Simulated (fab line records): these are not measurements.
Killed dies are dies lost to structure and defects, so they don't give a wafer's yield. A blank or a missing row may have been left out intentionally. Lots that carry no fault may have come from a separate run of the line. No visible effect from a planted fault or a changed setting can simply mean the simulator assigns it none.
Split-lot study || flow n5_finfet || on a route of 1938 steps: 7 lots, 21 wafers read

## ABOUT THE SPLIT
At N5_BEOL_M1_COAT_61 (time 60 s, resist thk 60 nm), the setting spin_rpm was moved away from the recipe's 1500 rpm on 7 of the 21 wafers read, by -9.1% to +11.3%. This setting was run at the recipe's value on the other wafers.

## FROM THE SPLIT TO THE READING: what the file shows between them, 4 steps
- N5_BEOL_M1_COAT_62: time 60 s, resist thk 12 nm
- N5_BEOL_M1_COAT_73: time 60 s, resist thk 5 nm
- N5_BEOL_M1_ETCH_74: etches underlayer in N2/H2, target depth 6.5 nm, time 5.2 s
- N5_BEOL_M1_ETCH_63: etches SiARC in CF4, target depth 15.6 nm, time 26 s

## THE READING
etch.depth_nm (the simulator's own value, which no gauge read), in nm, at N5_BEOL_M1_ETCH_64 (etches SOC in N2/H2, target depth 75 nm, overetch 15 nm, time 112.5 s). The file gives no usual value for it. Average 59.97 nm, standard deviation 0.1 nm, over the 14 wafers here run with the recipe.

{"wafer": "L075.3", "tool, chamber at the split": "litho_track-03, 0", "spin_rpm as run, rpm": 1500, "against the recipe": "recipe", "etch.depth_nm, nm": 59.95, "against lot-mates on the recipe": "-"}
{"wafer": "L075.4", "tool, chamber at the split": "litho_track-03, 0", "spin_rpm as run, rpm": 1454, "against the recipe": "-3.1%", "etch.depth_nm, nm": 61.09, "against lot-mates on the recipe": "+1.11"}
{"wafer": "L075.6", "tool, chamber at the split": "litho_track-03, 0", "spin_rpm as run, rpm": 1500, "against the recipe": "recipe", "etch.depth_nm, nm": 60.01, "against lot-mates on the recipe": "-"}
{"wafer": "L076.2", "tool, chamber at the split": "litho_track-03, 0", "spin_rpm as run, rpm": 1500, "against the recipe": "recipe", "etch.depth_nm, nm": 60.23, "against lot-mates on the recipe": "-"}
{"wafer": "L076.3", "tool, chamber at the split": "litho_track-03, 0", "spin_rpm as run, rpm": 1500, "against the recipe": "recipe", "etch.depth_nm, nm": 60.03, "against lot-mates on the recipe": "-"}
{"wafer": "L076.5", "tool, chamber at the split": "litho_track-03, 0", "spin_rpm as run, rpm": 1500, "against the recipe": "recipe", "etch.depth_nm, nm": 60.04, "against lot-mates on the recipe": "-"}
{"wafer": "L078.3", "tool, chamber at the split": "litho_track-04, 0", "spin_rpm as run, rpm": 1669, "against the recipe": "+11.3%", "etch.depth_nm, nm": 56.75, "against lot-mates on the recipe": -3.26}
{"wafer": "L078.4", "tool, chamber at the split": "litho_track-04, 0", "spin_rpm as run, rpm": 1669, "against the recipe": "+11.3%", "etch.depth_nm, nm": 56.96, "against lot-mates on the recipe": -3.05}
{"wafer": "L078.6", "tool, chamber at the split": "litho_track-04, 0", "spin_rpm as run, rpm": 1500, "against the recipe": "recipe", "etch.depth_nm, nm": 60.01, "against lot-mates on the recipe": "-"}
{"wafer": "L081.1", "tool, chamber at the split": "litho_track-04, 0", "spin_rpm as run, rpm": 1657, "against the recipe": "+10.5%", "etch.depth_nm, nm": 57.04, "against lot-mates on the recipe": -2.90}
{"wafer": "L081.2", "tool, chamber at the split": "litho_track-04, 0", "spin_rpm as run, rpm": 1657, "against the recipe": "+10.5%", "etch.depth_nm, nm": 56.98, "against lot-mates on the recipe": -2.96}
{"wafer": "L081.5", "tool, chamber at the split": "litho_track-04, 0", "spin_rpm as run, rpm": 1500, "against the recipe": "recipe", "etch.depth_nm, nm": 59.94, "against lot-mates on the recipe": "-"}
{"wafer": "L086.1", "tool, chamber at the split": "litho_track-04, 0", "spin_rpm as run, rpm": 1500, "against the recipe": "recipe", "etch.depth_nm, nm": 59.96, "against lot-mates on the recipe": "-"}
{"wafer": "L086.2", "tool, chamber at the split": "litho_track-04, 0", "spin_rpm as run, rpm": 1500, "against the recipe": "recipe", "etch.depth_nm, nm": 59.95, "against lot-mates on the recipe": "-"}
{"wafer": "L086.4", "tool, chamber at the split": "litho_track-04, 0", "spin_rpm as run, rpm": 1500, "against the recipe": "recipe", "etch.depth_nm, nm": 59.75, "against lot-mates on the recipe": "-"}
{"wafer": "L087.1", "tool, chamber at the split": "litho_track-04, 0", "spin_rpm as run, rpm": 1500, "against the recipe": "recipe", "etch.depth_nm, nm": 59.9, "against lot-mates on the recipe": "-"}
{"wafer": "L087.3", "tool, chamber at the split": "litho_track-04, 0", "spin_rpm as run, rpm": 1364, "against the recipe": "-9.1%", "etch.depth_nm, nm": 62.81, "against lot-mates on the recipe": "+2.91"}
{"wafer": "L087.4", "tool, chamber at the split": "litho_track-04, 0", "spin_rpm as run, rpm": 1364, "against the recipe": "-9.1%", "etch.depth_nm, nm": 62.75, "against lot-mates on the recipe": "+2.85"}
{"wafer": "L096.3", "tool, chamber at the split": "litho_track-03, 0", "spin_rpm as run, rpm": 1500, "against the recipe": "recipe", "etch.depth_nm, nm": 59.99, "against lot-mates on the recipe": "-"}
{"wafer": "L096.4", "tool, chamber at the split": "litho_track-03, 0", "spin_rpm as run, rpm": 1500, "against the recipe": "recipe", "etch.depth_nm, nm": 59.84, "against lot-mates on the recipe": "-"}
{"wafer": "L096.5", "tool, chamber at the split": "litho_track-03, 0", "spin_rpm as run, rpm": 1500, "against the recipe": "recipe", "etch.depth_nm, nm": 60.02, "against lot-mates on the recipe": "-"}

THE FIT
A straight line over all 21 wafers: etch.depth_nm changes by -0.29 nm for each +1% of spin_rpm; r = -1.00; the points scatter about the line by 0.13 nm.
The same after taking each lot's own level away (the mean of its wafers on the recipe; 21 wafers): -0.293 nm for each +1%; r = -1.00; scatter 0.12 nm.
Per that fit: largest spin_rpm move, reading shift of 3.3 nm.
Measured against the standard deviation above, the lots' own levels, which go from 59.887 to 60.100 nm, span 2.0 times it.
Consequently the slope shifts little with the lot-to-lot level, the two slopes agreeing.
Check: for one of the wafers moved furthest among these (+11.3%), held out of the fit, the line's prediction against its lot-mates is -3.23 nm. It came out at -3.26 nm against them.

## THE OTHER SPLITS THESE WAFERS WENT THROUGH
These wafers also went through other splits before the reading. Each is held against what the fit with the lots' levels taken away leaves over:
{"other split on the same wafers": "N5_BEOL_M0_ETCH_109 bias_w", "wafers away from the commonest value": 8, "r with etch.depth_nm (lot level and that fit taken away)": -0.46}
{"other split on the same wafers": "N5_BEOL_M1_HM_DEP_02 target_thk_a", "wafers away from the commonest value": 7, "r with etch.depth_nm (lot level and that fit taken away)": -0.08}

## THE WHOLE CHAIN: every reading that the file lists as answering this split, in the file's order
{"step": "N5_BEOL_M1_COAT_61", "what it does": "time 60 s, resist thk 60 nm", "reading": "SOC_of_BEOL_M1_COAT_61.thk_nm (the simulator's own value, which no gauge read)", "change (the file's fit)": "-0.294 nm for each +1% of the setting", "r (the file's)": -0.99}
{"step": "N5_BEOL_M1_ETCH_64", "what it does": "etches SOC in N2/H2, target depth 75 nm, overetch 15 nm, time 112.5 s", "reading": "etch.depth_nm (the simulator's own value, which no gauge read)", "change (the file's fit)": "-0.292 nm for each +1% of the setting", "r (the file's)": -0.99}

## FILE'S OWN FIT
etch.depth_nm changes by -0.292 nm for each +1% of spin_rpm, r = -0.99.
